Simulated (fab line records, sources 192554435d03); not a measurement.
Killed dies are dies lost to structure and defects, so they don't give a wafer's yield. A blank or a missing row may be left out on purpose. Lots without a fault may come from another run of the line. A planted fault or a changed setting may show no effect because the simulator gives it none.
Chamber matching | flow n5_finfet | N5_BEOL_M11_ILD_DEP_00 on pecvd-02: 3 sister chambers
The step deposits SiCOH lowk from DEMS/porogen, target thk 308.51 nm, time 58 s. 6 wafers are shown with their chamber, then 6 later ones without.

WAFERS WITH THEIR CHAMBER
wafer  | chamber | throttle_valve_pct (%) | heater_power_w (W)
L409.4 | 0       | 14.3                   | 309
L410.3 | 2       | 13.7                   | 285
L410.5 | 1       | 13.1                   | 242
L410.6 | 0       | 14.7                   | 371
L412.3 | 2       | 13.7                   | 307
L412.4 | 1       | 13.2                   | 269

WAFERS WITHOUT THEIR CHAMBER
wafer  | throttle_valve_pct (%) | heater_power_w (W)
L412.6 | 14.3                   | 395
L420.2 | 13.1                   | 263
L420.3 | 14.0                   | 382
L424.1 | 14.0                   | 338
L424.3 | 14.0                   | 323
L424.5 | 13.9                   | 335

WHICH CHAMBER EACH WENT THROUGH
wafer  | from the rows above     | in truth
L412.6 | 0                       | 0
L420.2 | 1                       | 1
L420.3 | can't be placed: 0 or 2 | 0
L424.1 | can't be placed: 2 or 0 | 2
L424.3 | can't be placed: 2 or 0 | 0
L424.5 | can't be placed: 2 or 0 | 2
Placed correctly: 2 of 6. Can't be placed from these rows: 4 (the true chamber is among the candidates in 4). Placed wrongly: 0.
How it was worked out, from the rows above alone: a wafer's distance from a chamber is the root of the sum, over the readings, of the square of ((its reading less the chamber's mean) divided by the reading's scatter). The wafer belongs to the nearest chamber; if the next one is less than 2 further off, it can't be placed. A chamber's mean is the mean of its shown wafers. The scatter: the root of (the sum of the squares of (reading less its chamber's mean) over the shown wafers, divided by (wafers less chambers)).
